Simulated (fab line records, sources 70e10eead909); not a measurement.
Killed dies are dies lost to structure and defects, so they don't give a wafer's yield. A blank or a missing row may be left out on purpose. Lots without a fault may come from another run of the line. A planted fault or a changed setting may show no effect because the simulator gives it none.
Chamber matching | flow nand_harc | NHARC_A_STAIRCASE_CMP_450 on cmp-04: 4 sister chambers
The step polishes SiO2, target thk 200 nm. 8 wafers are shown with their chamber, then 10 later ones without.

WAFERS WITH THEIR CHAMBER
wafer  | chamber | motor_current_A (A)
L086.1 | 0       | 11.4
L088.1 | 2       | 10.6
L088.2 | 1       | 11.7
L089.2 | 0       | 12.4
L089.3 | 2       | 11.9
L089.6 | 3       | 12.7
L091.1 | 1       | 11.6
L091.4 | 3       | 13.1

WAFERS WITHOUT THEIR CHAMBER
wafer  | motor_current_A (A)
L091.6 | 11.5
L092.2 | 11.1
L092.3 | 11.3
L092.5 | 10.6
L095.2 | 11.4
L095.4 | 12.0
L095.5 | 13.3
L097.2 | 12.8
L097.3 | 11.9
L097.6 | 11.3

WHICH CHAMBER EACH WENT THROUGH
wafer  | from the rows above               | in truth
L091.6 | can't be placed: 1 or 2 or 0      | 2
L092.2 | can't be placed: 2 or 1 or 0      | 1
L092.3 | can't be placed: 2 or 1 or 0      | 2
L092.5 | can't be placed: 2 or 1 or 0      | 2
L095.2 | can't be placed: 2 or 1 or 0      | 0
L095.4 | can't be placed: 0 or 1 or 2 or 3 | 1
L095.5 | can't be placed: 3 or 0           | 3
L097.2 | can't be placed: 3 or 0 or 1      | 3
L097.3 | can't be placed: 0 or 1 or 2 or 3 | 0
L097.6 | can't be placed: 2 or 1 or 0      | 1
Placed correctly: 0 of 10. Can't be placed from these rows: 10 (the true chamber is among the candidates in 10). Placed wrongly: 0.
How it was worked out, from the rows above alone: a wafer's distance from a chamber is the root of the sum, over the readings, of the square of ((its reading less the chamber's mean) divided by the reading's scatter). The wafer belongs to the nearest chamber; if the next one is less than 2 further off, it can't be placed. A chamber's mean is the mean of its shown wafers. The scatter: the root of (the sum of the squares of (reading less its chamber's mean) over the shown wafers, divided by (wafers less chambers)).
